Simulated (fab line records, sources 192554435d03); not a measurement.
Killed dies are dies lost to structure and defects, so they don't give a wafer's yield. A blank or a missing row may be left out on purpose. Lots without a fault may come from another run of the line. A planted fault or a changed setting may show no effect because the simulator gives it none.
Chamber matching | flow n5_finfet | N5_FIN_SAQP_HM_OPEN_33 on rie_diel-05: 4 sister chambers
The step chemistry CH3F/O2, target SiNx, target depth 49.4 nm, time 70.6 s. 4 wafers are shown with their chamber, then 8 later ones without.

WAFERS WITH THEIR CHAMBER
wafer  | chamber | showerhead_plenum_p_Torr (Torr)
L084.6 | 1       | 2.07
L085.3 | 2       | 2.01
L085.4 | 0       | 1.90
L089.3 | 3       | 2.00

WAFERS WITHOUT THEIR CHAMBER
wafer  | showerhead_plenum_p_Torr (Torr)
L089.4 | 2.00
L089.6 | 2.01
L092.1 | 2.06
L092.4 | 2.01
L092.6 | 2.06
L093.1 | 1.90
L093.3 | 2.06
L093.4 | 2.01

WHICH CHAMBER EACH WENT THROUGH
wafer  | from the rows above     | in truth
L089.4 | can't be placed: 3 or 2 | 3
L089.6 | can't be placed: 2 or 3 | 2
L092.1 | 1                       | 1
L092.4 | can't be placed: 2 or 3 | 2
L092.6 | 1                       | 1
L093.1 | 0                       | 0
L093.3 | 1                       | 1
L093.4 | can't be placed: 2 or 3 | 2
Placed correctly: 4 of 8. Can't be placed from these rows: 4 (the true chamber is among the candidates in 4). Placed wrongly: 0.
How it was worked out, from the rows above alone: a wafer's distance from a chamber is the root of the sum, over the readings, of the square of ((its reading less the chamber's mean) divided by the reading's scatter). The wafer belongs to the nearest chamber; if the next one is less than 2 further off, it can't be placed. A chamber's mean is the mean of its shown wafers. The scatter: with one shown wafer a chamber, the root of the mean of the squares of how far each hidden wafer lies from its nearest shown one.
